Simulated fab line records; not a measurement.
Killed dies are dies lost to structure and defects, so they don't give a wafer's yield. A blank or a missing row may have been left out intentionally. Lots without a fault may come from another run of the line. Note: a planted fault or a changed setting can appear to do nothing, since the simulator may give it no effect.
Split-lot study	flow n5_finfet	7 lots, 21 wafers read, on a route of 1938 steps

== ABOUT THE SPLIT ==
At N5_GATE_CUT_HM_DEP_46 (deposits SiO2 from TEOS/O2, target thk 130 nm, time 26.6 s), the setting time_s was moved away from the recipe's 26.6 s on 4 of the 21 wafers read, by -8.5% to +14.4%. The other wafers ran this setting at the recipe's value.

== FROM THE SPLIT TO THE READING: what the file shows between them, 14 steps ==
- N5_GATE_CUT_COAT_35: time 60 s, resist thk 10 nm (also split here: spin_rpm)
- N5_GATE_CUT_COAT_27: time 60 s, resist thk 10 nm
- N5_GATE_CUT_COAT_07: resist thk 30 nm
- N5_GATE_CUT_DESCUM_18: chemistry O2, time 7 s
- N5_GATE_CUT_ETCH_28: etches underlayer in N2/H2, target depth 13 nm, time 10.4 s
- N5_GATE_CUT_ETCH_36: etches SiARC in CF4, target depth 13 nm, time 21.7 s
- N5_GATE_CUT_ETCH_37: etches SOC in N2/H2, target depth 60 nm, overetch 12 nm, time 90 s
- N5_GATE_CUT_STRIP_38: strips in N2/H2
- N5_GATE_CUT_STRIP_39: strips in N2/H2
- N5_GATE_CUT_HM_OPEN_40: chemistry C4F6/O2, target SiO2, target depth 139 nm, time 85.1 s
- N5_GATE_CUT_STRIP_41: strips in CF4
- N5_GATE_CUT_STRIP_42: strips in O2
- N5_GATE_CUT_ALD_22: deposits SiNx, target thk 16 nm, pulse time 1 s, ald cycles 320
- N5_GATE_CUT_CMP_23: polishes, stops on SiO2, t overpolish 23.4 s, target thk 16 nm

== THE READING ==
GC_FILL_THK at N5_GATE_CUT_THK_MEAS_24, in nm. A value of 219.8 nm with a standard deviation of 2.1 nm is what fault-free wafers of this fab line usually give.

wafer	tool, chamber at the split	time_s as run, s	against the recipe	GC_FILL_THK, nm	against lot-mates on the recipe
L077.2	pecvd-01, 2	26.6	recipe	222.4	-
L077.4	pecvd-01, 0	26.6	recipe	219.5	-
L077.6	pecvd-01, 2	26.6	recipe	223.4	-
L081.1	pecvd-04, 0	26.6	recipe	218.6	-
L081.2	pecvd-04, 1	26.6	recipe	215.8	-
L081.3	pecvd-04, 2	26.6	recipe	217.6	-
L087.1	pecvd-04, 2	30.23	+13.6%	240.9	+21.3
L087.3	pecvd-04, 1	26.6	recipe	219.6	-
L087.6	pecvd-04, 1	30.23	+13.6%	240.9	+21.3
L088.3	pecvd-04, 2	26.6	recipe	222.1	-
L088.4	pecvd-04, 2	26.6	recipe	222.9	-
L088.5	pecvd-04, 0	30.43	+14.4%	238.9	+16.4
L089.2	pecvd-03, 0	26.6	recipe	217.1	-
L089.3	pecvd-03, 1	26.6	recipe	219.0	-
L089.4	pecvd-03, 2	26.6	recipe	224.2	-
L094.2	pecvd-01, 0	26.6	recipe	219.8	-
L094.5	pecvd-01, 1	26.6	recipe	220.6	-
L094.6	pecvd-01, 0	26.6	recipe	221.3	-
L097.1	pecvd-03, 2	26.6	recipe	221.0	-
L097.2	pecvd-03, 0	26.6	recipe	218.0	-
L097.3	pecvd-03, 1	24.33	-8.5%	208.0	-11.5

THE FIT
A straight line over all 21 wafers: GC_FILL_THK changes by +1.44 nm for each +1% of time_s; r = +0.96; the points scatter about the line by 2.2 nm.
The same after taking each lot's own level away (the mean of its wafers on the recipe; 21 wafers): +1.4 nm for each +1%; r = +0.97; scatter 1.9 nm.
That fit puts the effect of the largest move of time_s on the reading at 20 nm.
Across the lots, their own levels run from 217.33 to 222.50 nm, a range of 2.5 times the standard deviation given above.
So the lot-to-lot level changes the slope little: the two slopes agree.
Check: +22 nm against its lot-mates is what the line predicts for one of the wafers moved furthest among these (+14.4%) when that wafer is left out of the fit. Against them it came out at +16.4 nm.

== THE OTHER SPLITS THESE WAFERS WENT THROUGH ==
Other splits were also applied to these wafers ahead of the reading. Each is held against what the fit with the lots' levels taken away leaves over:
other split on the same wafers	wafers away from the commonest value	r with GC_FILL_THK (lot level and that fit taken away)
N5_GATE_CUT_COAT_35 spin_rpm	7	+0.20

== THE WHOLE CHAIN: every reading that the file lists as answering this split, in the file's order ==
step	what it does	reading	change (the file's fit)	r (the file's)
N5_GATE_CUT_HM_DEP_46	deposits SiO2 from TEOS/O2, target thk 130 nm, time 26.6 s	SiO2_of_GATE_CUT_HM_DEP_46.thk_nm (the simulator's own value, which no gauge read)	+1.32 nm for each +1% of the setting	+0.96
N5_GATE_CUT_HM_OPEN_40	chemistry C4F6/O2, target SiO2, target depth 139 nm, time 85.1 s	etch_rf_on_time_s	withheld for each +1% of the setting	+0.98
N5_GATE_CUT_HM_OPEN_40	chemistry C4F6/O2, target SiO2, target depth 139 nm, time 85.1 s	etch.depth_nm (the simulator's own value, which no gauge read)	+1.31 nm for each +1% of the setting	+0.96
N5_GATE_CUT_HM_OPEN_40	chemistry C4F6/O2, target SiO2, target depth 139 nm, time 85.1 s	SOC_of_GATE_CUT_COAT_34.thk_nm (the simulator's own value, which no gauge read)	-0.262 nm for each +1% of the setting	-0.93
N5_GATE_CUT_THK_MEAS_24		GC_FILL_THK	+1.34 for each +1% of the setting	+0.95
N5_GATE_CUT_CMP_43	polishes SiO2	SiO2_of_GATE_CUT_HM_DEP_46.thk_nm (the simulator's own value, which no gauge read)	+0.0622 nm for each +1% of the setting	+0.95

== FILE'S OWN FIT ==
GC_FILL_THK changes by +1.34 nm for each +1% of time_s, r = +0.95.
